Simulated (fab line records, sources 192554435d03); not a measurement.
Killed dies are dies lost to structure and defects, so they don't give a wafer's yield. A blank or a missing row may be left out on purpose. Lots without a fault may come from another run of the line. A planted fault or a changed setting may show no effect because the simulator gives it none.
One fault seen from 2 desks | flow n5_finfet | each desk has only its own numbers; what lay behind them comes last

THE TOOL OWNER'S DESK: vapor_etch-01
The tool's own readings at N5_STI_FIN_REVEAL_RECESS_09 (chemistry HF/NH3, target SiO2, afs cycles 11, target depth 42.5 nm, sublimation time 60 s): means of the sampled wafers that have a number, for each lot that ran on this tool. A lot is out of limits, marked OUT, if its mean lies more than 4 standard deviations from the usual mean; the brackets give that distance.
Columns: A = drypump_motor_current_A at N5_STI_FIN_REVEAL_RECESS_09, usual 5.9 A
lot  | first seen here | A
L220 | day 2 23:12     | 5.5
L224 | day 4 00:39     | 5.5
L225 | day 4 06:10     | 5.5
L226 | day 4 11:32     | 5.5
L230 | day 5 11:52     | 5.5
L240 | day 7 22:50     | 5.7
L241 | day 8 03:26     | 5.4
This desk's finding: nothing out of limits on any of the 7 lots.

THE METROLOGY DESK
What the gauges read, lot by lot, whatever tool the lot ran on: means of the sampled wafers that have a number. A lot is out of limits, marked OUT, if its mean lies more than 4 standard deviations from the usual mean; the brackets give that distance. Of its 11 readings 7 are shown: the one that was out of limits first, and those that lie furthest out on some lot.
Columns: A = trench_depth_nm at N5_STI_FIN_REVEAL_FIN_H_MEAS_10, usual 51.7 nm; B = DIBL_N at N5_BEOL_M4_RC_MEAS_101, usual 35.9 mV/V; C = ION_N at N5_BEOL_M4_RC_MEAS_101, usual 672 uA/um; D = ION_P at N5_BEOL_M4_RC_MEAS_101, usual 461 uA/um; E = SS_N at N5_BEOL_M4_RC_MEAS_101, usual 71.4 mV/dec; F = SS_P at N5_BEOL_M4_RC_MEAS_101, usual 73.2 mV/dec; G = VT_N at N5_BEOL_M4_RC_MEAS_101, usual 249.3 mV
lot  | first seen here | A               | B    | C   | D   | E    | F    | G
L220 | day 3 01:54     | 52.0            | 34.6 | 671 | 468 | 71.2 | 72.4 | 251.5
L221 | day 3 15:32     | 51.3            | 37.0 | 677 | 460 | 71.6 | 73.7 | 248.8
L224 | day 4 03:21     | 52.0            | 36.1 | 679 | 465 | 71.3 | 73.6 | 248.1
L225 | day 4 08:20     | 54.5            | 35.4 | 698 | 484 | 71.1 | 72.7 | 248.4
L226 | day 4 14:15     | 55.7 (+4.8) OUT | 35.3 | 705 | 478 | 70.7 | 73.3 | 248.2
L230 | day 5 14:35     | 55.8 (+4.9) OUT | 35.5 | 708 | 478 | 71.5 | 72.6 | 246.7
L234 | day 6 14:58     | 51.4            | 35.9 | 668 | 453 | 72.0 | 73.2 | 249.7
L239 | day 7 19:23     | 51.1            | 37.7 | 677 | 465 | 71.5 | 73.4 | 248.6
L240 | day 8 01:32     | 51.8            | 35.3 | 673 | 458 | 71.6 | 73.7 | 248.3
L241 | day 8 06:10     | 51.7            | 36.4 | 673 | 459 | 71.1 | 73.6 | 251.7
This desk's finding: out of limits on L226, L230; first on L226, day 4 14:15 (trench_depth_nm at N5_STI_FIN_REVEAL_FIN_H_MEAS_10). In limits: L220, L221, L224, L225, L234, L239, L240, L241.

PUT TOGETHER
The metrology desk could have raised an alarm at day 4 14:15, on L226, L230.
The tool owner's desk saw nothing out of limits.
The tool owner's desk has L226, L230 on record, within its limits.
Of the lots named, all ran N5_STI_FIN_REVEAL_RECESS_09 on vapor_etch-01.

WHAT THE SIMULATOR HAD PUT IN
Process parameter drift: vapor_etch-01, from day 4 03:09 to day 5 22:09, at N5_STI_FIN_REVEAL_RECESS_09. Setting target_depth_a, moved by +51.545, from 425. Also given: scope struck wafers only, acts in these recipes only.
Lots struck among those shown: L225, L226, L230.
Hours from the fault's start to each desk's first reading out of limits: the metrology desk, 11.
